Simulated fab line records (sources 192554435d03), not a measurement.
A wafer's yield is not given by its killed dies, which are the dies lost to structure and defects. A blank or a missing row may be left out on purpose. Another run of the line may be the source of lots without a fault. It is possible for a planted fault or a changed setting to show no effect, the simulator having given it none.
Which tool is to blame?    flow n5_finfet    23 lots with 69 wafers sampled at 6 steps, on a route of 1938 steps

== WHAT EACH GAUGE READ, for each wafer ==
Not one reading of a measure or inspect step in the record can be checked against a usual standard deviation.

== TOOL THAT RAN EACH LOT (tool first, then ch and the chambers of the sampled wafers, then the start) ==
lot   N5_HKMG_FIN_ETCH_67                 N5_HKMG_FIN_ALD_72             N5_GATE_CUT_PECVD_57             N5_GATE_CUT_ETCH_37                 N5_GATE_CUT_STRIP_41                N5_GATE_CUT_CUT_ETCH_55
L074  rie_diel-06 ch 2,3, day 4 04:22     cvd_w-01 ch 0,1, day 4 05:29   pecvd-04 ch 0,1, day 4 09:13     rie_diel-02 ch 0,1,2, day 4 10:10   rie_diel-02 ch 0,1,2, day 4 10:19   rie_metal-03 ch 0,1, day 4 10:35
L075  rie_diel-05 ch 1,3, day 4 11:32     cvd_w-02 ch 1, day 4 12:39     pecvd-02 ch 1,2, day 4 16:25     rie_diel-01 ch 0,2,3, day 4 17:26   rie_diel-01 ch 0,2,3, day 4 17:35   rie_metal-01 ch 0,1, day 4 17:52
L076  rie_diel-06 ch 1,2,3, day 4 15:30   cvd_w-01 ch 0,1, day 4 16:36   pecvd-04 ch 0,2, day 4 20:20     rie_diel-01 ch 1,2,3, day 4 21:20   rie_diel-01 ch 1,2,3, day 4 21:29   rie_metal-01 ch 0,1, day 4 21:47
L077  rie_diel-05 ch 1,2,3, day 5 00:22   cvd_w-02 ch 0,1, day 5 01:29   pecvd-02 ch 0,1, day 5 05:35     rie_diel-01 ch 1,3, day 5 06:40     rie_diel-01 ch 1,3, day 5 06:48     rie_metal-01 ch 0,1, day 5 07:05
L078  rie_diel-04 ch 2,3, day 5 03:50     cvd_w-02 ch 1, day 5 04:57     pecvd-02 ch 0,1, day 5 08:46     rie_diel-03 ch 0,2, day 5 09:44     rie_diel-03 ch 0,2, day 5 09:53     rie_metal-03 ch 0,1, day 5 10:13
L079  rie_diel-04 ch 0,2,3, day 5 12:37   cvd_w-02 ch 0,1, day 5 13:46   pecvd-04 ch 0,1,2, day 5 17:41   rie_diel-02 ch 0,2,3, day 5 19:11   rie_diel-02 ch 0,2,3, day 5 19:20   rie_metal-01 ch 0,1, day 5 19:37
L080  rie_diel-04 ch 1,2, day 5 21:03     cvd_w-01 ch 0,1, day 5 22:11   pecvd-02 ch 0,2, day 6 01:56     rie_diel-02 ch 0,1,2, day 6 03:01   rie_diel-02 ch 0,1,2, day 6 03:09   rie_metal-01 ch 0,1, day 6 03:27
L081  rie_diel-05 ch 0,2,3, day 6 00:28   cvd_w-02 ch 0,1, day 6 01:34   pecvd-02 ch 0,1, day 6 05:17     rie_diel-03 ch 2,3, day 6 06:22     rie_diel-03 ch 2,3, day 6 06:30     rie_metal-01 ch 0,1, day 6 06:47
L082  rie_diel-06 ch 0,1, day 6 14:07     cvd_w-02 ch 0,1, day 6 15:13   pecvd-04 ch 0,1, day 6 18:56     rie_diel-01 ch 0,3, day 6 20:01     rie_diel-01 ch 0,3, day 6 20:09     rie_metal-02 ch 0,1, day 6 20:26
L083  rie_diel-06 ch 0,1,3, day 6 19:50   cvd_w-02 ch 0,1, day 6 20:56   pecvd-01 ch 0,1,2, day 7 01:46   rie_diel-03 ch 0,1,2, day 7 03:07   rie_diel-03 ch 0,1,2, day 7 03:15   rie_metal-01 ch 0,1, day 7 03:32
L084  rie_diel-06 ch 0,1,2, day 6 23:42   cvd_w-01 ch 0,1, day 7 00:49   pecvd-04 ch 0,1,2, day 7 05:37   rie_diel-01 ch 0,2,3, day 7 06:44   rie_diel-01 ch 0,2,3, day 7 06:52   rie_metal-02 ch 0,1, day 7 07:10
L085  rie_diel-04 ch 0,1,3, day 7 00:07   cvd_w-02 ch 0,1, day 7 01:13   pecvd-01 ch 0,1, day 7 04:59     rie_diel-03 ch 0,2,3, day 7 06:43   rie_diel-03 ch 0,2,3, day 7 06:52   rie_metal-01 ch 0,1, day 7 07:08
L086  rie_diel-06 ch 0,1, day 7 08:59     cvd_w-02 ch 1, day 7 10:05     pecvd-02 ch 0,1,2, day 7 13:48   rie_diel-03 ch 1,3, day 7 14:49     rie_diel-03 ch 1,3, day 7 14:57     rie_metal-01 ch 0,1, day 7 15:14
L088  rie_diel-05 ch 0,2,3, day 7 16:13   cvd_w-02 ch 0,1, day 7 17:19   pecvd-01 ch 0,1,2, day 7 21:02   rie_diel-02 ch 1,2, day 8 03:27     rie_diel-02 ch 1,2, day 8 03:35     rie_metal-02 ch 1, day 8 04:00
L087  rie_diel-04 ch 0,1,3, day 7 18:16   cvd_w-01 ch 0,1, day 7 19:23   pecvd-04 ch 1,2, day 7 23:17     rie_diel-03 ch 0,2,3, day 8 03:59   rie_diel-03 ch 0,2,3, day 8 04:07   rie_metal-03 ch 0,1, day 8 04:25
L089  rie_diel-06 ch 0,1,3, day 8 05:40   cvd_w-01 ch 0,1, day 8 06:47   pecvd-02 ch 1,2, day 8 10:44     rie_diel-02 ch 0,2,3, day 8 11:49   rie_diel-02 ch 0,2,3, day 8 11:58   rie_metal-02 ch 0,1, day 8 12:14
L090  rie_diel-05 ch 1,2,3, day 8 15:58   cvd_w-01 ch 0,1, day 8 17:05   pecvd-02 ch 0,1,2, day 8 21:38   rie_diel-02 ch 0,1,2, day 8 22:35   rie_diel-02 ch 0,1,2, day 8 22:44   rie_metal-03 ch 0,1, day 8 23:01
L091  rie_diel-04 ch 0,1,2, day 8 17:55   cvd_w-02 ch 0,1, day 8 19:03   pecvd-02 ch 0,1,2, day 8 23:49   rie_diel-03 ch 0,1,3, day 9 01:11   rie_diel-03 ch 0,1,3, day 9 01:19   rie_metal-03 ch 1, day 9 01:37
L092  rie_diel-04 ch 1,2, day 8 21:16     cvd_w-01 ch 0,1, day 8 22:23   pecvd-01 ch 0,1,2, day 9 03:47   rie_diel-03 ch 2,3, day 9 04:44     rie_diel-03 ch 2,3, day 9 04:53     rie_metal-01 ch 0, day 9 05:10
L093  rie_diel-04 ch 1,2, day 9 08:59     cvd_w-02 ch 0,1, day 9 10:06   pecvd-04 ch 0,2, day 9 14:07     rie_diel-01 ch 2,3, day 9 15:11     rie_diel-01 ch 2,3, day 9 15:20     rie_metal-03 ch 0,1, day 9 15:38
L095  rie_diel-05 ch 0,2,3, day 9 14:58   cvd_w-02 ch 0,1, day 9 16:19   pecvd-02 ch 0,1, day 9 20:05     rie_diel-03 ch 2,3, day 9 21:14     rie_diel-03 ch 2,3, day 9 21:23     rie_metal-02 ch 0,1, day 9 21:41
L096  rie_diel-05 ch 0,1,2, day 9 19:45   cvd_w-02 ch 0,1, day 9 20:52   pecvd-04 ch 0,1,2, day 10 00:35  rie_diel-03 ch 1,2,3, day 10 01:42  rie_diel-03 ch 1,2,3, day 10 01:51  rie_metal-01 ch 0,1, day 10 02:08
L097  rie_diel-04 ch 1,2,3, day 10 03:52  cvd_w-01 ch 0,1, day 10 04:58  pecvd-02 ch 0,1, day 10 08:54    rie_diel-03 ch 0,2, day 10 10:32    rie_diel-03 ch 0,2, day 10 10:41    rie_metal-03 ch 0,1, day 10 10:58
- N5_HKMG_FIN_ETCH_67: etches SOC in N2/H2, stops on TiN, target depth 388.9 nm.
- N5_HKMG_FIN_ALD_72: deposits W, target thk 2 nm, pulse time 1 s, purge time 2 s.
- N5_GATE_CUT_PECVD_57: deposits SiNx from SiH4/NH3/N2, target thk 21 nm.
- N5_GATE_CUT_ETCH_37: etches SOC in N2/H2, target depth 60 nm, overetch 12 nm, time 90 s.
- N5_GATE_CUT_STRIP_41: strips in CF4.
- N5_GATE_CUT_CUT_ETCH_55: etches HfO2 in BCl3, target depth 3.2 nm.

== AS READ BY THE TOOLS THEMSELVES (means over the sampled wafers that have a number; for cases with no such wafer, the mark the record gives instead) ==
N5_HKMG_FIN_ETCH_67. Usual: drypump_motor_current_A 5.9 A, standard deviation 0.48; oes_product_au 0.78 a.u., standard deviation 0.073; rf_vpp_V 241.5 V, standard deviation 1.3; showerhead_plenum_p_Torr 2.61 Torr, standard deviation 0.083; throttle_valve_pct 17.71 %, standard deviation 0.29.
lot   tool         drypump_motor_current_A (A)  oes_product_au (a.u.)  rf_vpp_V (V)  showerhead_plenum_p_Torr (Torr)  throttle_valve_pct (%)  flag
L074  rie_diel-06  5.6                          0.71                   240.4         2.54                             17.66                   
L075  rie_diel-05  5.8                          0.74                   242.0         2.63                             17.55                   
L076  rie_diel-06  5.8                          0.78                   241.7         2.61                             17.66                   
L077  rie_diel-05  5.7                          0.78                   240.7         2.59                             17.62                   
L078  rie_diel-04  6.3                          0.84                   242.2         2.68                             17.81                   
L079  rie_diel-04  5.9                          0.85                   242.3         2.60                             17.72                   
L080  rie_diel-04  5.9                          0.73                   241.2         2.66                             17.81                   
L081  rie_diel-05  5.8                          0.83                   242.3         2.59                             17.31                   
L082  rie_diel-06  6.4                          0.77                   241.3         2.66                             17.93                   
L083  rie_diel-06  6.0                          0.78                   242.2         2.66                             17.87                   
L084  rie_diel-06  6.2                          0.74                   241.6         2.60                             17.76                   
L085  rie_diel-04  5.7                          0.80                   241.0         2.56                             17.69                   
L086  rie_diel-06  6.4                          0.76                   242.6         2.65                             17.95                   
L088  rie_diel-05  5.8                          0.81                   241.3         2.58                             17.34                   
L087  rie_diel-04  5.7                          0.79                   240.7         2.56                             17.71                   
L089  rie_diel-06  5.9                          0.76                   241.7         2.66                             17.89                   
L090  rie_diel-05  5.7                          0.75                   241.3         2.58                             17.68                   
L091  rie_diel-04  5.7                          0.78                   241.3         2.60                             17.80                   
L092  rie_diel-04  6.1                          0.76                   241.4         2.68                             17.89                   
L093  rie_diel-04  6.1                          0.75                   242.6         2.68                             17.91                   
L095  rie_diel-05  5.8                          0.79                   241.5         2.58                             17.36                   
L096  rie_diel-05  5.8                          0.80                   240.4         2.60                             17.68                   
L097  rie_diel-04  6.1                          0.75                   241.4         2.64                             17.84                   

N5_HKMG_FIN_ALD_72. Usual: heater_power_w 491 W, standard deviation 56; precursor_pulse_height_rel 1.002, standard deviation 0.021.
lot   tool      heater_power_w (W)  precursor_pulse_height_rel  flag
L074  cvd_w-01  514                 0.994                       
L075  cvd_w-02  450                 0.995                       
L076  cvd_w-01  557                 1.020                       
L077  cvd_w-02  447                 1.001                       
L078  cvd_w-02  459                 0.996                       
L079  cvd_w-02  455                 1.002                       
L080  cvd_w-01  556                 1.000                       
L081  cvd_w-02  446                 1.007                       
L082  cvd_w-02  451                 1.011                       
L083  cvd_w-02  456                 1.021                       
L084  cvd_w-01  525                 1.003                       
L085  cvd_w-02  461                 1.007                       
L086  cvd_w-02  451                 0.977                       
L088  cvd_w-02  451                 1.010                       
L087  cvd_w-01  526                 0.985                       
L089  cvd_w-01  565                 0.998                       
L090  cvd_w-01  558                 1.016                       
L091  cvd_w-02  456                 0.996                       
L092  cvd_w-01  569                 1.025                       
L093  cvd_w-02  457                 0.996                       
L095  cvd_w-02  459                 0.998                       
L096  cvd_w-02  458                 1.003                       
L097  cvd_w-01  522                 0.996                       

N5_GATE_CUT_PECVD_57. Usual: heater_power_w 744 W, standard deviation 77; showerhead_plenum_p_Torr 5.10 Torr, standard deviation 0.04; throttle_valve_pct 38.5 %, standard deviation 1.3.
lot   tool      heater_power_w (W)  showerhead_plenum_p_Torr (Torr)  throttle_valve_pct (%)  flag
L074  pecvd-04  682                 5.11                             39.6                    
L075  pecvd-02  767                 5.10                             38.2                    
L076  pecvd-04  735                 5.10                             38.8                    
L077  pecvd-02  771                 5.09                             37.1                    
L078  pecvd-02  729                 5.07                             36.9                    
L079  pecvd-04  749                 5.10                             39.2                    
L080  pecvd-02  852                 5.07                             38.2                    
L081  pecvd-02  727                 5.09                             37.4                    
L082  pecvd-04  707                 5.11                             39.3                    
L083  pecvd-01  726                 5.15                             39.4                    
L084  pecvd-04  721                 5.08                             39.1                    
L085  pecvd-01  769                 5.16                             38.9                    
L086  pecvd-02  740                 5.07                             37.8                    
L088  pecvd-01  769                 5.16                             39.5                    
L087  pecvd-04  796                 5.07                             39.3                    
L089  pecvd-02  726                 5.10                             38.5                    
L090  pecvd-02  787                 5.08                             37.8                    
L091  pecvd-02  743                 5.08                             38.0                    
L092  pecvd-01  734                 5.15                             39.5                    
L093  pecvd-04  776                 5.12                             38.9                    
L095  pecvd-02  685                 5.08                             36.9                    
L096  pecvd-04  752                 5.09                             39.2                    
L097  pecvd-02  760                 5.07                             37.0                    

N5_GATE_CUT_ETCH_37. Usual: drypump_motor_current_A 5.6 A, standard deviation 0.39; oes_product_au 0.68 a.u., standard deviation 0.065; rf_vpp_V 523.4 V, standard deviation 2.1; showerhead_plenum_p_Torr 2.52 Torr, standard deviation 0.081; throttle_valve_pct 18.0 %, standard deviation 0.32.
lot   tool         drypump_motor_current_A (A)  oes_product_au (a.u.)  rf_vpp_V (V)  showerhead_plenum_p_Torr (Torr)  throttle_valve_pct (%)  flag
L074  rie_diel-02  5.7                          0.67                   523.7         2.54                             17.9                    
L075  rie_diel-01  6.2                          0.68                   524.3         2.54                             17.8                    
L076  rie_diel-01  5.8                          0.68                   522.6         2.51                             18.0                    
L077  rie_diel-01  5.6                          0.68                   521.6         2.43                             18.2                    
L078  rie_diel-03  5.6                          0.66                   526.2         2.61                             18.3                    
L079  rie_diel-02  5.6                          0.68                   525.2         2.58                             17.7                    
L080  rie_diel-02  5.7                          0.66                   523.3         2.54                             17.9                    
L081  rie_diel-03  5.6                          0.66                   522.1         2.47                             18.2                    
L082  rie_diel-01  6.3                          0.67                   523.0         2.49                             17.8                    
L083  rie_diel-03  5.5                          0.64                   524.8         2.56                             18.3                    
L084  rie_diel-01  6.2                          0.67                   523.5         2.53                             17.8                    
L085  rie_diel-03  5.5                          0.66                   523.0         2.52                             18.2                    
L086  rie_diel-03  5.1                          0.64                   522.6         2.49                             18.2                    
L088  rie_diel-02  5.7                          0.69                   521.9         2.47                             18.0                    
L087  rie_diel-03  5.5                          0.66                   523.1         2.52                             18.2                    
L089  rie_diel-02  5.6                          0.75                   525.1         2.57                             17.6                    
L090  rie_diel-02  5.7                          0.73                   523.2         2.53                             17.8                    
L091  rie_diel-03  5.2                          0.65                   524.0         2.53                             18.2                    
L092  rie_diel-03  5.4                          0.75                   521.2         2.45                             17.9                    
L093  rie_diel-01  6.1                          0.65                   522.3         2.49                             18.1                    
L095  rie_diel-03  5.4                          0.74                   521.2         2.45                             17.9                    
L096  rie_diel-03  5.4                          0.71                   522.5         2.48                             18.1                    
L097  rie_diel-03  5.7                          0.78                   523.7         2.54                             18.1                    

N5_GATE_CUT_STRIP_41. Usual: drypump_motor_current_A 5.6 A, standard deviation 0.39; oes_product_au 0.177 a.u., standard deviation 0.017; rf_vpp_V 271.0 V, standard deviation 1.4; showerhead_plenum_p_Torr 1.79 Torr, standard deviation 0.055; throttle_valve_pct 13.78 %, standard deviation 0.29.
lot   tool         drypump_motor_current_A (A)  oes_product_au (a.u.)  rf_vpp_V (V)  showerhead_plenum_p_Torr (Torr)  throttle_valve_pct (%)  flag
L074  rie_diel-02  5.7                          0.173                  271.2         1.78                             13.65                   
L075  rie_diel-01  6.2                          0.179                  271.6         1.79                             13.58                   
L076  rie_diel-01  5.8                          0.179                  271.4         1.77                             13.69                   
L077  rie_diel-01  5.5                          0.175                  270.1         1.72                             13.79                   
L078  rie_diel-03  5.6                          0.171                  271.8         1.85                             14.08                   
L079  rie_diel-02  5.6                          0.175                  271.7         1.82                             13.59                   
L080  rie_diel-02  5.6                          0.171                  270.8         1.78                             13.67                   
L081  rie_diel-03  5.6                          0.169                  270.6         1.77                             14.09                   
L082  rie_diel-01  6.3                          0.172                  271.0         1.76                             13.59                   
L083  rie_diel-03  5.5                          0.167                  272.1         1.82                             14.12                   
L084  rie_diel-01  6.2                          0.173                  271.0         1.79                             13.63                   
L085  rie_diel-03  5.4                          0.171                  271.1         1.80                             14.02                   
L086  rie_diel-03  5.1                          0.164                  270.9         1.77                             13.99                   
L088  rie_diel-02  5.7                          0.179                  270.7         1.74                             13.73                   
L087  rie_diel-03  5.5                          0.168                  271.3         1.80                             14.03                   
L089  rie_diel-02  5.6                          0.195                  271.8         1.82                             13.44                   
L090  rie_diel-02  5.7                          0.189                  271.4         1.77                             13.52                   
L091  rie_diel-03  5.2                          0.171                  270.5         1.80                             13.98                   
L092  rie_diel-03  5.4                          0.192                  269.8         1.75                             13.76                   
L093  rie_diel-01  6.1                          0.165                  270.2         1.76                             13.89                   
L095  rie_diel-03  5.4                          0.193                  270.0         1.75                             13.76                   
L096  rie_diel-03  5.4                          0.186                  270.7         1.76                             13.88                   
L097  rie_diel-03  5.7                          0.202                  270.9         1.81                             13.83                   

N5_GATE_CUT_CUT_ETCH_55. Usual: drypump_motor_current_A 5.8 A, standard deviation 0.34; oes_product_au 0.75 a.u., standard deviation 0.076; throttle_valve_pct 33.0 %, standard deviation 0.56.
lot   tool          drypump_motor_current_A (A)  oes_product_au (a.u.)  throttle_valve_pct (%)  flag
L074  rie_metal-03  6.3                          0.79                   33.2                    
L075  rie_metal-01  5.6                          0.73                   33.1                    
L076  rie_metal-01  5.6                          0.73                   33.1                    
L077  rie_metal-01  5.6                          0.73                   33.1                    
L078  rie_metal-03  6.3                          0.74                   32.6                    
L079  rie_metal-01  5.6                          0.72                   33.1                    
L080  rie_metal-01  5.5                          0.77                   33.0                    
L081  rie_metal-01  5.6                          0.72                   33.1                    
L082  rie_metal-02  5.6                          0.71                   33.1                    
L083  rie_metal-01  5.6                          0.76                   33.0                    
L084  rie_metal-02  5.6                          0.71                   33.1                    
L085  rie_metal-01  5.6                          0.76                   33.1                    
L086  rie_metal-01  5.5                          0.75                   33.0                    
L088  rie_metal-02  5.5                          0.77                   32.8                    
L087  rie_metal-03  6.2                          0.77                   33.2                    
L089  rie_metal-02  5.6                          0.83                   32.7                    
L090  rie_metal-03  6.2                          0.77                   33.3                    
L091  rie_metal-03  6.4                          0.70                   32.0                    
L092  rie_metal-01  5.7                          0.66                   33.1                    
L093  rie_metal-03  6.2                          0.76                   33.3                    
L095  rie_metal-02  5.6                          0.81                   32.7                    
L096  rie_metal-01  5.6                          0.69                   33.1                    
L097  rie_metal-03  6.3                          0.76                   33.3                    

== THE ANSWER, worked out from the rows above alone ==
Rule: a lot is off if the mean of its wafers that have a number lies more than 3 standard deviations from the usual mean. A lot without any number at a reading at which 4 lots or more have one is off too. Any other lot the step has rows for is counted as sound. First the gauges in route order, then the tools' own readings, where a lot's mean is used as printed above. The first step at which some lot is off is used, and at that step the reading that is off furthest; a lot without a number counts as furthest.
None of the lots is off at any reading shown; this tells nothing.

== WHAT THE SIMULATOR HAD PUT IN ==
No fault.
